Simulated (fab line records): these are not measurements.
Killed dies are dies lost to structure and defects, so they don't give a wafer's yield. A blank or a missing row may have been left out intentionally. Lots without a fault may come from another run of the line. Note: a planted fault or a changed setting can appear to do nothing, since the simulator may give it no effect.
Matching of chambers || flow nandHarc || rieDiel-11 running NHARC_P_BONDPAD_ACTIVATE_29: 4 sister chambers
The step chemistry N2, time 60 s. 4 wafers are shown with their chamber, then 11 later ones without.

WAFERS WITH THEIR CHAMBER
{"wafer": "L092.1", "chamber": 3, "showerheadPlenumPTorr (Torr)": 1.78}
{"wafer": "L092.2", "chamber": 2, "showerheadPlenumPTorr (Torr)": 1.90}
{"wafer": "L092.3", "chamber": 1, "showerheadPlenumPTorr (Torr)": 1.64}
{"wafer": "L092.4", "chamber": 0, "showerheadPlenumPTorr (Torr)": 1.78}

WAFERS WITH NO CHAMBER GIVEN
{"wafer": "L092.5", "showerheadPlenumPTorr (Torr)": 1.78}
{"wafer": "L092.6", "showerheadPlenumPTorr (Torr)": 1.79}
{"wafer": "L093.1", "showerheadPlenumPTorr (Torr)": 1.64}
{"wafer": "L093.2", "showerheadPlenumPTorr (Torr)": 1.78}
{"wafer": "L093.6", "showerheadPlenumPTorr (Torr)": 1.78}
{"wafer": "L095.2", "showerheadPlenumPTorr (Torr)": 1.90}
{"wafer": "L095.4", "showerheadPlenumPTorr (Torr)": 1.78}
{"wafer": "L095.5", "showerheadPlenumPTorr (Torr)": 1.78}
{"wafer": "L096.2", "showerheadPlenumPTorr (Torr)": 1.78}
{"wafer": "L096.3", "showerheadPlenumPTorr (Torr)": 1.64}
{"wafer": "L096.4", "showerheadPlenumPTorr (Torr)": 1.78}

THE CHAMBER EACH PASSED THROUGH
{"wafer": "L092.5", "from the rows above": "can't be placed: 0 or 3", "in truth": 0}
{"wafer": "L092.6", "from the rows above": "can't be placed: 0 or 3", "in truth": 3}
{"wafer": "L093.1", "from the rows above": 1, "in truth": 1}
{"wafer": "L093.2", "from the rows above": "can't be placed: 0 or 3", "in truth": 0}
{"wafer": "L093.6", "from the rows above": "can't be placed: 0 or 3", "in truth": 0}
{"wafer": "L095.2", "from the rows above": 2, "in truth": 2}
{"wafer": "L095.4", "from the rows above": "can't be placed: 0 or 3", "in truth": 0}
{"wafer": "L095.5", "from the rows above": "can't be placed: 0 or 3", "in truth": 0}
{"wafer": "L096.2", "from the rows above": "can't be placed: 0 or 3", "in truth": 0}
{"wafer": "L096.3", "from the rows above": 1, "in truth": 1}
{"wafer": "L096.4", "from the rows above": "can't be placed: 0 or 3", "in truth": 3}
Correct placement for 3 of the 11. From these rows, 8 cannot be placed; in 8 the true chamber is one of the candidates. Wrongly placed: 0.
How it was worked out, from the rows above alone: a wafer's distance from a chamber is the root of the sum, over the readings, of the square of ((its reading less the chamber's mean) divided by the reading's scatter). If the next closest chamber is less than 2 further off than the closest, the wafer can't be placed; otherwise it belongs to the closest. For every chamber, the mean is computed from those of its wafers that are shown. The scatter: with one shown wafer a chamber, the root of the mean of the squares of how far each hidden wafer lies from its nearest shown one.
